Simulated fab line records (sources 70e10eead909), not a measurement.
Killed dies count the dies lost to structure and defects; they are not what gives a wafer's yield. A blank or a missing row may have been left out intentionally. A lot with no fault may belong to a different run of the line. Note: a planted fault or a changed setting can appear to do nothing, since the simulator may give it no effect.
fab line records | flow nandHarc
record: lots: 13 | wafers: 39 | lastDay: 24
route steps=1159 shown P_BONDPAD@379 A_START@389 A_SOURCE_PLATE@423 A_ONON_D1@432 END@1159
lots with no fault: from the same line, run without faults
startH: hours from the record's first day to the start of the lot's first wafer shown | waitH: hours since the lot's step before | " as in the row above | L1.1+2: a single row standing in for several wafers | - no value present, or no start provided | * or withheld: withheld | < > ~ a bound
route shown NAME@n: names a module that has steps shown in the file, with the first one's number in the route | usual: mean and standard deviation over wafers with no fault | same: alike in all rows | chamber/n: place in a boat | sites: per-site readings | _std_site: standard deviation across them | _edge_site: the outer-site mean with the inner-site mean subtracted | radiusMm: how far each site lies from the wafer's centre | mask NAME#n: copy n | behind: the last tool/chamber to shape the wafer | hold: why the lot was held/for how many hours/how that ended | device: whichever transistor did not switch (one of n, p or np) | end of line: the tests these same wafers got at the end of their route | a step with no rows: only its recipe | killed: dies that structure and defects cost at the first sort, which is not the same as the wafer's yield | map: per-die view of a wafer (x killed, . not killed, _ where there is no die)
set.NAME: setting as actually run; set.NAME@STEP: the setting as run at that earlier step | model.NAME: the simulator's own value behind a step, which no gauge read
route steps across a sampled set of lots; one table per step, one row per wafer
services: from which hour (startH, from the record's first day; less than 0 if before it) a tool's chamber was out of use, for how many hours, and why
== steps ==
step: NHARC_P_BONDPAD_ANNEAL_28
recipe: tempC: 225 | timeS: 90
usual: wafer_temp_C_max: 225.84/0.21
lot.wafer | tool         | chamber | startH | waitH | wafer_temp_C_max
L284.1    | rtpAnneal-02 | 0       | 138.22 | -     | 225.71
L284.5    | "            | 0       | "      | "     | 225.76
L284.6    | "            | 0       | "      | "     | 225.87
L285.2    | rtpAnneal-01 | 0       | 139.40 | 0.3   | 225.81
L285.3    | "            | 0       | "      | "     | 226.17
L285.4    | "            | 0       | "      | "     | 225.86
L286.1    | rtpAnneal-02 | 0       | 140.81 | -     | 225.62
L286.2    | "            | 0       | "      | "     | 225.74
L286.4    | "            | 0       | "      | "     | 225.41
L287.2    | rtpAnneal-01 | 0       | 153.71 | 0.3   | 225.61
L287.3    | "            | 0       | "      | "     | 226.21
L287.5    | "            | 0       | "      | "     | 226.05
L288.3    | rtpAnneal-02 | 0       | 154.58 | -     | 225.96
L288.5    | "            | 0       | "      | "     | 226.16
L288.6    | "            | 0       | "      | "     | 225.61
L289.2    | rtpAnneal-01 | 0       | 154.76 | -     | 226.00
L289.3    | "            | 0       | "      | "     | 225.73
L289.6    | "            | 0       | "      | "     | 225.97
L296.3    | rtpAnneal-02 | 0       | 207.26 | -     | 225.82
L296.4    | "            | 0       | "      | "     | 225.80
L296.5    | "            | 0       | "      | "     | 225.73
L299.2    | rtpAnneal-02 | 0       | 227.87 | -     | 225.83
L299.3    | "            | 0       | "      | "     | 225.98
L299.6    | "            | 0       | "      | "     | 225.68
L300.1    | rtpAnneal-02 | 0       | 233.17 | 0.3   | 226.07
L300.3    | "            | 0       | "      | "     | 225.69
L300.5    | "            | 0       | "      | "     | 225.91
L302.1    | rtpAnneal-02 | 0       | 241.85 | -     | 225.82
L302.2    | "            | 0       | "      | "     | 226.01
L302.4    | "            | 0       | "      | "     | 225.81
L304.1    | rtpAnneal-02 | 0       | 242.51 | -     | 225.74
L304.4    | "            | 0       | "      | "     | 225.60
L304.6    | "            | 0       | "      | "     | 225.52
L305.2    | rtpAnneal-01 | 0       | 258.58 | -     | 225.92
L305.3    | "            | 0       | "      | "     | 225.69
L305.6    | "            | 0       | "      | "     | 225.83
L307.2    | rtpAnneal-02 | 0       | 268.25 | -     | 225.36
L307.3    | "            | 0       | "      | "     | 225.59
L307.5    | "            | 0       | "      | "     | 225.56
step: NHARC_A_START_INSPECT_01
usual: rawDefectCount: 3.1/1.7
lot.wafer | tool             | chamber | startH | waitH | rawDefectCount
L284.1    | defectInspect-02 | -       | 139.56 | -     | 3
L284.5    | "                | -       | "      | "     | 3
L284.6    | "                | -       | "      | "     | 0
L285.2    | defectInspect-02 | -       | 140.71 | -     | 4
L285.3    | "                | -       | "      | "     | 3
L285.4    | "                | -       | "      | "     | 3
L286.1    | defectInspect-01 | -       | 142.15 | -     | 1
L286.2    | "                | -       | "      | "     | 3
L286.4    | "                | -       | "      | "     | 4
L287.2    | defectInspect-01 | -       | 155.02 | -     | 4
L287.3    | "                | -       | "      | "     | 4
L287.5    | "                | -       | "      | "     | 3
L288.3    | defectInspect-02 | -       | 155.81 | -     | 4
L288.5    | "                | -       | "      | "     | 3
L288.6    | "                | -       | "      | "     | 1
L289.2    | defectInspect-02 | -       | 156.07 | -     | 6
L289.3    | "                | -       | "      | "     | 4
L289.6    | "                | -       | "      | "     | 3
L296.3    | defectInspect-02 | -       | 208.49 | -     | 3
L296.4    | "                | -       | "      | "     | 1
L296.5    | "                | -       | "      | "     | 4
L299.2    | defectInspect-01 | -       | 229.17 | -     | 3
L299.3    | "                | -       | "      | "     | 6
L299.6    | "                | -       | "      | "     | 2
L300.1    | defectInspect-01 | -       | 234.54 | -     | 4
L300.3    | "                | -       | "      | "     | 4
L300.5    | "                | -       | "      | "     | 4
L302.1    | defectInspect-02 | -       | 243.21 | -     | 2
L302.2    | "                | -       | "      | "     | 7
L302.4    | "                | -       | "      | "     | 4
L304.1    | defectInspect-02 | -       | 243.91 | -     | 3
L304.4    | "                | -       | "      | "     | 4
L304.6    | "                | -       | "      | "     | 3
L305.2    | defectInspect-02 | -       | 259.90 | -     | 0
L305.3    | "                | -       | "      | "     | 2
L305.6    | "                | -       | "      | "     | 3
L307.2    | defectInspect-01 | -       | 269.57 | -     | 2
L307.3    | "                | -       | "      | "     | 8
L307.5    | "                | -       | "      | "     | 2
step: NHARC_A_SOURCE_PLATE_INSPECT_08
usual: rawDefectCount: 62/29
lot.wafer | tool             | chamber | startH | waitH | rawDefectCount
L284.1    | defectInspect-02 | -       | 163.27 | 0.0   | 44
L284.5    | "                | -       | "      | "     | 27
L284.6    | "                | -       | "      | "     | 36
L286.1    | defectInspect-01 | -       | 163.27 | 0.0   | 90
L286.2    | "                | -       | "      | "     | 50
L286.4    | "                | -       | "      | "     | 43
L285.2    | defectInspect-02 | -       | 163.28 | 0.0   | 101
L285.3    | "                | -       | "      | "     | 66
L285.4    | "                | -       | "      | "     | 104
L288.3    | defectInspect-01 | -       | 177.82 | 0.0   | 50
L288.5    | "                | -       | "      | "     | 102
L288.6    | "                | -       | "      | "     | 88
L289.2    | defectInspect-02 | -       | 177.84 | 0.0   | 39
L289.3    | "                | -       | "      | "     | 56
L289.6    | "                | -       | "      | "     | 35
L287.2    | defectInspect-01 | -       | 177.84 | 0.0   | 62
L287.3    | "                | -       | "      | "     | 46
L287.5    | "                | -       | "      | "     | 32
L296.3    | defectInspect-02 | -       | 233.15 | 0.0   | 62
L296.4    | "                | -       | "      | "     | 59
L296.5    | "                | -       | "      | "     | 82
L299.2    | defectInspect-02 | -       | 252.05 | 0.0   | 54
L299.3    | "                | -       | "      | "     | 32
L299.6    | "                | -       | "      | "     | 55
L300.1    | defectInspect-02 | -       | 257.82 | 0.0   | 74
L300.3    | "                | -       | "      | "     | 36
L300.5    | "                | -       | "      | "     | 51
L302.1    | defectInspect-01 | -       | 265.62 | 0.0   | 40
L302.2    | "                | -       | "      | "     | 51
L302.4    | "                | -       | "      | "     | 35
L304.1    | defectInspect-02 | -       | 265.62 | 0.0   | 63
L304.4    | "                | -       | "      | "     | 62
L304.6    | "                | -       | "      | "     | 51
L305.2    | defectInspect-01 | -       | 282.96 | 0.0   | 35
L305.3    | "                | -       | "      | "     | 24
L305.6    | "                | -       | "      | "     | 39
L307.2    | defectInspect-02 | -       | 292.53 | 0.0   | 38
L307.3    | "                | -       | "      | "     | 39
L307.5    | "                | -       | "      | "     | 30
step: NHARC_A_ONON_D1_DEP_12
recipe: targetThkA: 10000 | n2FlowSccm: 2750 | n2oFlowSccm: 2000 | nh3FlowSccm: 500 | sih4FlowSccm: 210 | tempC: 400
lot.wafer  | tool         | chamber | startH | waitH
L286.1+2+4 | pecvdOnon-02 | 0       | 165.61 | 0.1
L284.1+5+6 | pecvdOnon-04 | 0       | 165.74 | 0.1
L285.2+3+4 | pecvdOnon-02 | 0       | 166.02 | 0.1
L288.3+5+6 | pecvdOnon-03 | 0       | 180.25 | 0.2
L289.2+3+6 | pecvdOnon-02 | 0       | 180.27 | 0.1
L287.2+3+5 | pecvdOnon-04 | 0       | 180.28 | 0.1
L296.3+4+5 | pecvdOnon-03 | 0       | 235.59 | 0.2
L299.2+3+6 | pecvdOnon-03 | 0       | 254.47 | 0.1
L300.1+3+5 | pecvdOnon-02 | 0       | 260.19 | 0.1
L302.1+2+4 | pecvdOnon-02 | 0       | 267.94 | 0.1
L304.1+4+6 | pecvdOnon-04 | 0       | 268.15 | 0.1
L305.2+3+6 | pecvdOnon-04 | 0       | 285.35 | 0.1
L307.2+3+5 | pecvdOnon-04 | 0       | 294.92 | 0.1
step: NHARC_A_ONON_D1_THK_MEAS_14
recipe: thkMeasGauge: ellipsometry
usual: thkNm: 1004/7.9
lot.wafer | tool         | chamber | startH | waitH | thkNm
L286.1    | filmMetro-02 | -       | 166.13 | -     | 1006
L286.2    | "            | -       | "      | "     | 1005
L286.4    | "            | -       | "      | "     | 1006
L284.1    | filmMetro-01 | -       | 166.25 | -     | 1009
L284.5    | "            | -       | "      | "     | 1009
L284.6    | "            | -       | "      | "     | 1009
L285.2    | filmMetro-01 | -       | 166.47 | -     | 991
L285.3    | "            | -       | "      | "     | 991
L285.4    | "            | -       | "      | "     | 991
L288.3    | filmMetro-02 | -       | 180.65 | -     | 1008
L288.5    | "            | -       | "      | "     | 1008
L288.6    | "            | -       | "      | "     | 1008
L289.2    | filmMetro-01 | -       | 180.73 | -     | 1004
L289.3    | "            | -       | "      | "     | 1004
L289.6    | "            | -       | "      | "     | 1004
L287.2    | filmMetro-02 | -       | 180.73 | -     | 1012
L287.3    | "            | -       | "      | "     | 1010
L287.5    | "            | -       | "      | "     | 1009
L296.3    | filmMetro-02 | -       | 235.99 | -     | 663
L296.4    | "            | -       | "      | "     | 663
L296.5    | "            | -       | "      | "     | 661
L299.2    | filmMetro-02 | -       | 254.92 | -     | 676
L299.3    | "            | -       | "      | "     | 676
L299.6    | "            | -       | "      | "     | 677
L300.1    | filmMetro-02 | -       | 260.70 | -     | 1005
L300.3    | "            | -       | "      | "     | 1004
L300.5    | "            | -       | "      | "     | 1003
L302.1    | filmMetro-01 | -       | 268.45 | -     | 997
L302.2    | "            | -       | "      | "     | 999
L302.4    | "            | -       | "      | "     | 999
L304.1    | filmMetro-02 | -       | 268.66 | -     | 1012
L304.4    | "            | -       | "      | "     | 1011
L304.6    | "            | -       | "      | "     | 1012
L305.2    | filmMetro-01 | -       | 285.80 | -     | 1012
L305.3    | "            | -       | "      | "     | 1013
L305.6    | "            | -       | "      | "     | 1012
L307.2    | filmMetro-02 | -       | 295.37 | -     | 1006
L307.3    | "            | -       | "      | "     | 1007
L307.5    | "            | -       | "      | "     | 1004
step: NHARC_END_SORT_01
recipe: tempC: 25
usual: killedAtArray: 24/8.4 | killedAtOther: 0.7/1.1 | killedAtPeriphery: 2.9/1.7 | killedDies: 27/8.6 | killedOpen: 3.3/1.8 | killedShort: 1.8/1.4
same: grossDies: 677
lot.wafer | tool      | chamber | startH | waitH | killedAtArray | killedAtOther | killedAtPeriphery | killedDies | killedOpen | killedShort
L299.2    | prober-02 | 0       | 516.51 | 2.8   | 671           | 0             | 6                 | 677        | 3          | 4
L299.3    | prober-02 | 0       | 517.30 | 3.1   | 676           | 0             | 1                 | 677        | 8          | 1
L299.6    | prober-02 | 0       | 519.67 | 3.9   | 673           | 0             | 4                 | 677        | 3          | 0
L296.3    | prober-01 | 0       | 525.04 | 3.1   | 669           | 4             | 4                 | 677        | 5          | 1
L296.4    | prober-01 | 0       | 525.85 | 3.4   | 672           | 4             | 1                 | 677        | 2          | 1
L296.5    | prober-01 | 0       | 526.66 | 3.7   | 674           | 2             | 1                 | 677        | 2          | 1
killed by level:class
L299.2 A_ONON_D1:areaDep=659 P_GATE:chamberFilmFlake=3 A_CHANNEL_HOLE_D1:chamberFilmFlake=3 A_SOURCE_PLATE:geometricParticle:short=2 A_BLC:geometricParticle:open=2 A_CONTACT:chamberFilmFlake=2 P_CONTACT:geometricParticle:short=1 P_M1:geometricParticle:open=1
L299.3 A_ONON_D1:areaDep=660 A_CHANNEL_HOLE_D1:chamberFilmFlake=6 A_CONTACT:geometricParticle:open=4 P_M1:geometricParticle:open=1 A_ONON_D1:geometricParticle:short=1 A_CHANNEL_HOLE_D1:geometricParticle:open=1 A_WL_FILL:geometricParticle:open=1 A_M0:geometricParticle:open=1
L299.6 A_ONON_D1:areaDep=660 A_CHANNEL_HOLE_D1:chamberFilmFlake=5 P_GATE:chamberFilmFlake=4 A_CONTACT:chamberFilmFlake=3 A_ONON_D1:geometricParticle:open=1 A_WL_FILL:geometricParticle:open=1 A_CONTACT:geometricParticle:open=1 A_CHANNEL_FILL_D1:chamberFilmFlake=1
L296.3 A_ONON_D1:areaDep=658 THIN_TSV:chamberFilmFlake=4 P_CONTACT:geometricParticle:open=2 P_GATE:chamberFilmFlake=2 A_STAIRCASE:chamberFilmFlake=2 A_SLIT:chamberFilmFlake=2 A_CONTACT:chamberFilmFlake=2 A_ONON_D1:geometricParticle:open=1
L296.4 A_ONON_D1:areaDep=659 A_CHANNEL_HOLE_D1:chamberFilmFlake=4 A_CONTACT:chamberFilmFlake=4 THIN_TSV:chamberFilmFlake=4 A_CHANNEL_FILL_D1:geometricParticle:open=2 A_STAIRCASE:chamberFilmFlake=2 A_ONON_D1:geometricParticle:short=1 P_GATE:chamberFilmFlake=1
L296.5 A_ONON_D1:areaDep=662 A_CONTACT:chamberFilmFlake=4 A_STAIRCASE:chamberFilmFlake=3 A_CHANNEL_HOLE_D1:chamberFilmFlake=2 A_ONON_D1:geometricParticle:open=1 A_SGD_CUT:geometricParticle:short=1 P_STI:chamberFilmFlake=1 STARTING-WAFER:geometricParticle:open=1
== services ==
tool         | chamber | startH | hours | kind
pecvdOnon-03 | -       | 153.00 | 13.0  | pm
pecvdOnon-04 | -       | 237.00 | 13.0  | pm
pecvdOnon-02 | -       | 292.00 | 13.0  | pm
== key ==
firstSign: step: NHARC_A_ONON_D1_THK_MEAS_14 | reading: thkNm | direction: down | sigmas: 42 | usual: 1004 | struck: 669
effect: step: NHARC_END_SORT_01 | reading: killedAtArray | direction: up | sigmas: 77 | usual: 24 | struck: 672
moreKillsBornAt: NHARC_A_ONON_D1_DEP_12@pecvdOnon-03: 3958
metAt NHARC_A_ONON_D1_DEP_12
struckLots L296,L299
struckWafers L296.3,L296.4,L296.5,L299.2,L299.3,L299.6
laterRowsLeftOut L296.3,L296.4,L296.5,L299.2,L299.3,L299.6
testerLeftOut L296,L299
notActingAt NHARC_P_BONDPAD_ANNEAL_28,NHARC_A_START_INSPECT_01,NHARC_A_SOURCE_PLATE_INSPECT_08
onsetBetween 180.25 235.59
fault: kind: processParameterDrift | tool: pecvdOnon-03 | chamber: 0 | onsetH: 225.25 | steps: NHARC_A_ONON_D1_DEP_12 | channel: targetThkA | offset: * | shape: step | endH: 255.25 | actsIn: * | stated: *
testerLeftOut: of these lots the tester's yield and bins aren't shown, on N5 and GAA mostly nor the transistor test; their killed dies are dies lost to structure and defects alone, not to doping, threshold or leakage, so they don't give the yield
laterRowsLeftOut: the simulator's readings of these wafers behind a module that went badly wrong aren't trusted and aren't shown, but for the sort
